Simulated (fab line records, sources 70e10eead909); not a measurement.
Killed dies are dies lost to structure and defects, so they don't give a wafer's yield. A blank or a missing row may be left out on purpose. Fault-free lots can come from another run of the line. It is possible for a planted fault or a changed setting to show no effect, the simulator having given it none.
fab line records -- flow nandHarc
[record] lots = 5, wafers = 14, lastDay = 24
route steps=1159 shown A_CHANNEL_HOLE_D1@488 A_CHANNEL_FILL_D1@490 END@1159
lots that met no fault: taken from a fault-free run of the same line
startH: hours from the record's first day to the start of the lot's first wafer shown -- waitH: hours from the lot's prior step to this one -- " the same as in the row above -- L1.1+2: a row that stands for several wafers -- - no value present, or no start provided -- * or withheld: withheld -- < > ~ a bound
route shown NAME@n: a module of which the file shows steps, and the number in the route of the first -- usual: average and standard deviation across the fault-free wafers -- same: alike in all rows -- chamber/n: place in a boat -- sites: each site's reading -- _std_site: how widely they spread, as a standard deviation -- _edge_site: inner sites' mean taken away from outer sites' mean -- radiusMm: how far each site lies from the wafer's centre -- mask NAME#n: copy n -- behind: the last tool/chamber to shape the wafer -- hold: what put the lot on hold/how long, in hours/how the hold closed -- device: transistor that didn't switch, given as n, p or np -- end of line: tests run on the same wafers once the route is complete -- a step with no rows: only its recipe -- killed: the dies lost at the first sort to structure and to defects; this is not the yield of the wafer -- map: a wafer's dies, x killed, . not, _ none there
set.NAME: the run value of the setting; set.NAME@STEP: its run value at that earlier step -- model.NAME: the simulator's own value behind a step, which no gauge read
certain route steps with their lots: each step a table, each wafer a row
services: from which hour (startH, from the record's first day; less than 0 if before it) a tool's chamber was out of use, for how many hours, and why
[[steps]]
[step NHARC_A_CHANNEL_HOLE_D1_XSEM_31]
[recipe] landingEnergyEv = 35000
[usual] botCdNm = 75.0/2.1, bowNm = 8.70/0.27, tiltDeg = 0.07/0.033
lot.wafer,tool,chamber,startH,waitH,botCdNm,bowNm,tiltDeg
L435.1,xsem-01,0,231.66,0.1,75.2,8.73,0.12
L435.2,xsem-01,0,231.66,0.1,76.5,8.75,0.12
L435.5,xsem-01,0,231.66,0.1,76.9,8.70,0.12
L437.3,xsem-01,0,238.77,0.1,74.4,8.90,0.11
L437.4,xsem-01,0,238.77,0.1,77.1,8.78,0.11
L437.5,xsem-01,0,238.77,0.1,73.1,8.83,0.11
L448.1,xsem-01,0,291.88,0.1,73.6,8.15,0.08
L448.2,xsem-01,0,291.88,0.1,73.9,8.17,0.08
L449.2,xsem-01,0,305.11,0.1,74.9,9.10,0.07
L449.3,xsem-01,0,305.11,0.1,72.8,8.95,0.07
L449.4,xsem-01,0,305.11,0.1,74.6,9.07,0.08
L451.2,xsem-02,0,322.03,0.1,75.8,8.80,0.09
L451.4,xsem-02,0,322.03,0.1,75.5,8.89,0.09
L451.5,xsem-02,0,322.03,0.1,73.2,8.82,0.09
[step NHARC_A_CHANNEL_HOLE_D1_INSPECT_40]
[usual] rawDefectCount = 59/17
lot.wafer,tool,chamber,startH,waitH,rawDefectCount
L435.1,defectInspect-01,-,231.77,-,30
L435.2,defectInspect-01,-,231.77,-,49
L435.5,defectInspect-01,-,231.77,-,52
L437.3,defectInspect-01,-,238.86,-,59
L437.4,defectInspect-01,-,238.86,-,49
L437.5,defectInspect-01,-,238.86,-,41
L448.1,defectInspect-01,-,291.98,-,75
L448.2,defectInspect-01,-,291.98,-,66
L449.2,defectInspect-01,-,305.21,-,69
L449.3,defectInspect-01,-,305.21,-,67
L449.4,defectInspect-01,-,305.21,-,81
L451.2,defectInspect-01,-,322.13,-,53
L451.4,defectInspect-01,-,322.13,-,34
L451.5,defectInspect-01,-,322.13,-,34
[step NHARC_A_CHANNEL_FILL_D1_PRECLEAN_00]
[recipe] timeS = *, tempC = 50, bathAgeMin = 0, chemistry = SC1
[step NHARC_A_CHANNEL_FILL_D1_SRD_01]
[step NHARC_A_CHANNEL_FILL_D1_ALD_02]
[recipe] targetThkA = 60, pulseTimeS = 10, aldCycles = 60, tempC = 300, material = SiO2
[usual] heaterPowerW = 486/59, precursorPulseHeightRel = 0.999/0.018
lot.wafer,tool,chamber,startH,waitH,heaterPowerW,precursorPulseHeightRel
L435.2,aldHk-03,2,231.98,-,473,1.012
L435.1,aldHk-03,0,231.98,-,412,0.988
L435.5,aldHk-03,3,231.98,-,502,1.016
L437.4,aldHk-01,0,239.20,-,450,0.970
L437.3,aldHk-01,1,239.20,-,577,0.969
L437.5,aldHk-01,3,239.20,-,533,0.994
L448.1,aldHk-01,0,292.27,-,447,1.027
L448.2,aldHk-01,2,292.27,-,490,0.986
L449.4,aldHk-01,1,305.47,-,572,1.019
L449.2,aldHk-01,2,305.47,-,509,1.006
L449.3,aldHk-01,3,305.47,-,526,0.994
L451.4,aldHk-04,1,322.43,0.2,563,0.991
L451.2,aldHk-04,2,322.43,0.2,410,0.999
L451.5,aldHk-04,1,322.43,0.2,538,1.012
[step NHARC_A_CHANNEL_FILL_D1_ALD_03]
[recipe] targetThkA = 60, pulseTimeS = 60, aldCycles = 58, tempC = 630, pressureTorr = 2, material = SiNx
[usual] precursorPulseHeightRel = 0.999/0.018
lot.wafer,tool,chamber,startH,waitH,precursorPulseHeightRel
L435.1,aldSinBatch-03,0,-,-,0.997
L435.2,aldSinBatch-03,0,-,-,1.001
L435.5,aldSinBatch-03,0,-,-,1.019
L437.3,aldSinBatch-01,0,-,-,0.997
L437.4,aldSinBatch-01,0,-,-,1.001
L437.5,aldSinBatch-01,0,-,-,1.030
L448.1,aldSinBatch-02,0,-,-,1.008
L448.2,aldSinBatch-02,0,-,-,1.008
L449.2,aldSinBatch-02,0,-,-,0.983
L449.3,aldSinBatch-02,0,-,-,1.010
L449.4,aldSinBatch-02,0,-,-,0.994
L451.2,aldSinBatch-01,0,-,-,0.994
L451.4,aldSinBatch-01,0,-,-,0.996
L451.5,aldSinBatch-01,0,-,-,0.998
[step NHARC_A_CHANNEL_FILL_D1_ALD_14]
[recipe] targetThkA = 25, pulseTimeS = 10, aldCycles = 25, tempC = 300, material = SiO2
[step NHARC_A_CHANNEL_FILL_D1_ALD_15]
[recipe] targetThkA = 20, pulseTimeS = 60, aldCycles = 19, tempC = 630, pressureTorr = 2, material = SiNx
[step NHARC_A_CHANNEL_FILL_D1_ALD_16]
[recipe] targetThkA = 15, pulseTimeS = 10, aldCycles = 15, tempC = 300, material = SiO2
[step NHARC_A_CHANNEL_FILL_D1_ANNEAL_17]
[recipe] tempC = 850, timeS = 1800
[step NHARC_A_CHANNEL_FILL_D1_CVD_18]
[recipe] targetThkA = 30, tempC = 550, material = poly-Si
[step NHARC_A_CHANNEL_FILL_D1_ETCHBACK_19]
[recipe] targetDepthA = 50, timeS = 1.7, hbrFlowSccm = 150, cl2FlowSccm = 50, rfW = 400, icpW = 400, biasW = 100, chemistry = HBr/Cl2
[usual] chamberPressureMTorr = 15.001/0.014, drypumpMotorCurrentA = 5.6/0.43, oesProductAu = 0.997/0.013, throttleValvePct = 26.407/0.0081
lot.wafer,tool,chamber,startH,waitH,chamberPressureMTorr,drypumpMotorCurrentA,oesProductAu,rfHoursCounterH,throttleValvePct
L435.1,rieSi-02,0,255.14,0.4,15.026,5.0,0.994,0.4,26.406
L435.2,rieSi-02,3,255.14,0.4,15.023,5.7,1.024,0.3,26.410
L435.5,rieSi-02,0,255.14,0.4,15.002,5.0,0.995,-,26.419
L437.4,rieSi-02,1,263.51,0.4,14.969,5.9,0.994,0.3,26.416
L437.3,rieSi-02,0,263.51,0.4,15.015,4.9,1.000,0.5,26.396
L437.5,rieSi-02,2,263.51,0.4,15.002,5.6,1.008,-,26.416
L448.1,rieSi-04,0,319.81,0.4,15.024,5.0,0.975,0.2,26.408
L448.2,rieSi-04,1,319.81,0.4,14.996,5.8,0.985,0.3,26.414
L449.4,rieSi-02,3,329.45,0.4,14.990,5.7,1.010,1.1,26.389
L449.3,rieSi-02,0,329.45,0.4,15.006,5.0,0.999,1.2,26.389
L449.2,rieSi-02,2,329.45,0.4,14.994,5.6,1.006,1.1,26.411
L451.2,rieSi-04,1,349.30,0.4,15.009,5.8,0.990,0.5,26.410
L451.4,rieSi-04,2,349.30,0.4,15.013,6.3,1.000,0.4,26.410
L451.5,rieSi-04,1,349.30,0.4,15.014,5.8,0.996,-,26.408
[step NHARC_A_CHANNEL_FILL_D1_ETCHBACK_20]
[recipe] targetDepthA = 270, timeS = 13.5, c4f8FlowSccm = withheld, o2FlowSccm = 8, arFlowSccm = withheld, rfW = 600, biasW = 1500, chemistry = C4F8/O2/Ar
[usual] chamberPressureMTorr = 25.000/0.021, oesProductAu = 0.96/0.039, rfVppV = 979/5.4
lot.wafer,tool,chamber,startH,waitH,chamberPressureMTorr,oesProductAu,rfHoursCounterH,rfVppV
L435.1,rieDiel-05,3,255.29,-,24.968,0.97,2,973
L435.2,rieDiel-05,0,255.29,-,24.998,0.98,2,986
L435.5,rieDiel-05,1,255.29,-,24.999,1.00,-,980
L437.3,rieDiel-05,2,263.64,-,24.975,0.99,2,975
L437.4,rieDiel-05,0,263.64,-,24.987,0.98,2,986
L437.5,rieDiel-05,2,263.64,-,24.971,0.97,-,975
L448.2,rieDiel-05,3,319.93,-,25.019,1.12,4,972
L448.1,rieDiel-05,2,319.93,-,25.002,0.92,3,976
L449.3,rieDiel-11,1,329.60,-,25.031,0.92,21,980
L449.2,rieDiel-11,2,329.60,-,25.006,0.92,21,975
L449.4,rieDiel-11,0,329.60,-,25.004,0.93,21,986
L451.4,rieDiel-03,3,349.44,-,25.055,0.92,5,985
L451.2,rieDiel-03,0,349.44,-,24.986,0.90,4,971
L451.5,rieDiel-03,2,349.44,-,24.967,0.91,-,980
[step NHARC_A_CHANNEL_FILL_D1_STRIP_28]
[recipe] timeS = 20, o2FlowSccm = 500, arFlowSccm = 0, biasW = 0, chemistry = O2
[usual] chamberPressureMTorr = 60.01/0.052, drypumpMotorCurrentA = 5.8/0.47, oesProductAu = 0.990/0.0091, rfVppV = 57.9/0.88, showerheadPlenumPTorr = 3.55/0.14, throttleValvePct = 17.038/0.0087
lot.wafer,tool,chamber,startH,waitH,chamberPressureMTorr,drypumpMotorCurrentA,oesProductAu,rfHoursCounterH,rfVppV,showerheadPlenumPTorr,throttleValvePct
L435.2,rieDiel-05,3,255.37,0.1,60.13,5.6,0.989,2,56.8,3.35,17.041
L435.1,rieDiel-05,0,255.37,0.1,59.94,5.4,0.981,2,58.7,3.73,17.036
L435.5,rieDiel-05,2,255.37,0.1,60.05,5.8,0.979,-,57.0,3.45,17.046
L437.3,rieDiel-05,2,263.73,0.1,60.01,5.7,0.993,2,58.5,3.45,17.038
L437.4,rieDiel-05,3,263.73,0.1,60.00,5.6,0.981,2,56.5,3.35,17.039
L437.5,rieDiel-05,2,263.73,0.1,59.96,5.8,0.986,-,56.5,3.45,17.029
L448.1,rieDiel-05,2,320.03,0.1,60.02,5.7,1.002,3,57.8,3.45,17.047
L448.2,rieDiel-05,0,320.03,0.1,60.06,5.5,0.980,3,58.0,3.73,17.040
L449.4,rieDiel-11,1,329.70,0.1,60.06,6.6,0.980,21,58.9,3.55,17.045
L449.2,rieDiel-11,3,329.70,0.1,60.14,6.3,1.000,21,56.5,3.45,17.026
L449.3,rieDiel-11,0,329.70,0.1,60.05,5.9,0.999,21,59.5,3.73,17.049
L451.2,rieDiel-03,0,349.51,0.1,60.03,5.9,0.974,4,58.1,3.37,17.022
L451.4,rieDiel-03,1,349.51,0.1,60.04,5.1,1.005,3,58.7,3.69,17.032
L451.5,rieDiel-03,3,349.51,0.1,59.97,5.9,0.978,-,58.4,3.74,17.035
[step NHARC_END_SORT_01]
[recipe] tempC = 25
[usual] killedAtArray = 26/9.7, killedAtOther = 1.0/1.2, killedAtPeriphery = 3.9/2.6, killedDies = 31/9.7, killedOpen = 3.2/1.8, killedShort = 2.0/1.3
[same] grossDies = 677
lot.wafer,tool,chamber,startH,waitH,killedAtArray,killedAtOther,killedAtPeriphery,killedDies,killedOpen,killedShort
L437.3,prober-01,0,497.91,3.1,31,1,3,35,3,3
L437.4,prober-01,0,498.71,3.4,21,2,3,26,5,1
L437.5,prober-01,0,499.50,3.7,24,1,1,26,3,4
L435.1,prober-02,0,499.86,2.5,7,0,2,9,1,1
L435.2,prober-02,0,500.66,2.8,16,0,1,17,5,1
L435.5,prober-02,0,503.04,3.7,17,0,2,19,2,2
L448.1,prober-02,0,557.86,2.5,27,2,2,31,0,1
L448.2,prober-02,0,558.67,2.8,28,0,3,31,4,4
L451.2,prober-02,0,580.34,2.8,37,0,1,38,3,5
L451.4,prober-02,0,581.91,3.4,22,1,4,27,3,3
L451.5,prober-02,0,582.70,3.6,25,0,7,32,3,3
L449.2,prober-01,0,580.35,2.8,20,1,3,24,1,1
L449.3,prober-01,0,581.15,3.1,18,1,6,25,5,0
L449.4,prober-01,0,581.95,3.4,26,1,9,36,6,2
// killed by level:class
L437.3 A_SLIT:chamberFilmFlake=10 A_CONTACT:chamberFilmFlake=9 A_CHANNEL_HOLE_D1:chamberFilmFlake=6 P_STI:geometricParticle:short=1 P_M0:geometricParticle:open=1 A_ZERO_WELL:chamberFilmFlake=1 A_ONON_D1:geometricParticle:open=1 A_CHANNEL_FILL_D1:geometricParticle:short=1
L437.4 A_SLIT:chamberFilmFlake=8 A_CONTACT:chamberFilmFlake=3 A_CHANNEL_FILL_D1:geometricParticle:open=2 A_CHANNEL_HOLE_D1:chamberFilmFlake=2 A_STAIRCASE:chamberFilmFlake=2 THIN_TSV:chamberFilmFlake=2 P_CONTACT:geometricParticle:open=1 P_M0:geometricParticle:open=1
L437.5 A_SLIT:chamberFilmFlake=12 A_CHANNEL_HOLE_D1:chamberFilmFlake=2 A_STAIRCASE:chamberFilmFlake=2 P_STI:geometricParticle:short=1 A_CHANNEL_FILL_D1:geometricParticle:short=1 A_WL_FILL:geometricParticle:short=1 A_CONTACT:geometricParticle:open=1 A_M0:geometricParticle:open=1
L435.1 A_CHANNEL_HOLE_D1:chamberFilmFlake=3 P_CONTACT:geometricParticle:short=1 A_BLC:geometricParticle:open=1 P_ZERO_WELL:chamberFilmFlake=1 A_STAIRCASE:chamberFilmFlake=1 A_WL_FILL:chamberFilmFlake=1 A_CONTACT:chamberFilmFlake=1
L435.2 A_CONTACT:chamberFilmFlake=5 A_CONTACT:geometricParticle:open=3 A_CHANNEL_HOLE_D1:chamberFilmFlake=2 A_STAIRCASE:chamberFilmFlake=2 A_CHANNEL_FILL_D1:geometricParticle:open=1 A_WL_FILL:geometricParticle:short=1 A_M0:geometricParticle:open=1 P_GATE:chamberFilmFlake=1
L435.5 A_CONTACT:chamberFilmFlake=8 A_CHANNEL_HOLE_D1:chamberFilmFlake=5 A_ONON_D1:geometricParticle:open=1 A_ONON_D1:geometricParticle:short=1 A_CHANNEL_FILL_D1:geometricParticle:open=1 A_CONTACT:geometricParticle:short=1 P_ZERO_WELL:chamberFilmFlake=1 P_STI:chamberFilmFlake=1
L448.1 A_CHANNEL_HOLE_D1:chamberFilmFlake=23 P_ZERO_WELL:chamberFilmFlake=2 THIN_TSV:chamberFilmFlake=2 A_CONTACT:chamberFilmFlake=2 A_M0:geometricParticle:short=1 A_ZERO_WELL:chamberFilmFlake=1
L448.2 A_CHANNEL_HOLE_D1:chamberFilmFlake=16 A_STAIRCASE:chamberFilmFlake=3 A_CONTACT:chamberFilmFlake=2 P_M0:geometricParticle:open=1 P_M0:geometricParticle:short=1 A_ONON_D1:geometricParticle:short=1 A_SGD_CUT:geometricParticle:open=1 A_CONTACT:geometricParticle:open=1
L451.2 A_SLIT:chamberFilmFlake=18 A_CHANNEL_HOLE_D1:chamberFilmFlake=7 A_WL_FILL:geometricParticle:short=3 A_STAIRCASE:chamberFilmFlake=2 A_CHANNEL_FILL_D1:geometricParticle:open=1 A_CONTACT:geometricParticle:open=1 A_BLC:geometricParticle:short=1 A_BLC:geometricParticle:open=1
L449.2 A_CONTACT:chamberFilmFlake=10 A_CHANNEL_HOLE_D1:chamberFilmFlake=6 A_STAIRCASE:chamberFilmFlake=2 P_M0:geometricParticle:short=1 P_ZERO_WELL:chamberFilmFlake=1 P_STI:chamberFilmFlake=1 STARTING-WAFER:geometricParticle:open=1 A_ZERO_WELL:chamberFilmFlake=1
L449.3 P_STI:chamberFilmFlake=4 A_STAIRCASE:chamberFilmFlake=4 A_ZERO_WELL:chamberFilmFlake=3 A_WL_FILL:chamberFilmFlake=3 A_CONTACT:chamberFilmFlake=3 A_CHANNEL_HOLE_D1:chamberFilmFlake=2 P_STI:geometricParticle:open=1 P_GATE:geometricParticle:open=1
L451.4 A_SLIT:chamberFilmFlake=8 A_CHANNEL_HOLE_D1:chamberFilmFlake=6 A_WL_FILL:chamberFilmFlake=4 P_CONTACT:geometricParticle:open=2 A_WL_FILL:geometricParticle:short=2 A_M0:geometricParticle:open=1 STARTING-WAFER:geometricParticle:short=1 P_GATE:chamberFilmFlake=1
L449.4 A_CHANNEL_HOLE_D1:chamberFilmFlake=8 A_STAIRCASE:chamberFilmFlake=6 A_CONTACT:geometricParticle:open=3 A_ZERO_WELL:chamberFilmFlake=3 A_CONTACT:chamberFilmFlake=3 P_ZERO_WELL:chamberFilmFlake=2 P_STI:chamberFilmFlake=2 A_WL_FILL:chamberFilmFlake=2
L451.5 A_SLIT:chamberFilmFlake=11 A_CHANNEL_HOLE_D1:chamberFilmFlake=5 P_M0:chamberFilmFlake=3 A_CONTACT:chamberFilmFlake=3 A_STAIRCASE:chamberFilmFlake=2 P_GATE:geometricParticle:open=1 P_CONTACT:geometricParticle:short=1 P_M2:geometricParticle:short=1
[[services]]
tool,chamber,startH,hours,kind
rieSi-02,-,211.03,9.0,pm
rieDiel-03,-,215.30,9.0,pm
rieDiel-05,0,221.60,-,clean
rieDiel-05,1,221.60,-,clean
rieDiel-05,2,221.60,-,clean
rieDiel-05,3,221.60,-,clean
rieSi-02,1,227.85,14.3,repair
aldHk-03,-,243.98,1.1,repair
rieDiel-05,0,246.10,-,clean
rieDiel-05,1,246.10,-,clean
rieDiel-05,2,246.10,-,clean
rieDiel-05,3,246.10,-,clean
rieDiel-05,0,269.87,11.5,repair
rieDiel-05,1,270.60,-,clean
rieSi-04,-,276.00,9.0,pm
rieDiel-03,0,288.28,7.1,repair
rieDiel-03,-,293.50,0.5,repair
xsem-02,-,302.00,14.0,pm
rieDiel-03,1,302.98,2.4,repair
aldSinBatch-03,-,314.00,26.0,pm
rieDiel-03,0,320.66,15.9,repair
rieDiel-03,1,327.83,19.0,repair
aldHk-04,-,339.55,1.0,repair
rieDiel-05,-,340.60,9.0,pm
[[key]]
[firstSign] step = NHARC_A_CHANNEL_FILL_D1_ETCHBACK_20, reading = oesProductAu, direction = up, sigmas = 4, usual = 0.96, struck = 1.12
effect none on later readings
metAt NHARC_A_CHANNEL_FILL_D1_ETCHBACK_20
struckWafers L448.2
testerLeftOut L448
onsetBetween 263.64 319.93
[fault] kind = processParameterDrift, tool = rieDiel-05, chamber = -, onsetH = 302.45, steps = NHARC_A_CHANNEL_FILL_D1_ETCHBACK_20, channel = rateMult, offset = 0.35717, shape = step, endH = 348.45, scope = struckWafersOnly
// testerLeftOut: of these lots the tester's yield and bins aren't shown, on N5 and GAA mostly nor the transistor test; their killed dies are dies lost to structure and defects alone, not to doping, threshold or leakage, so they don't give the yield
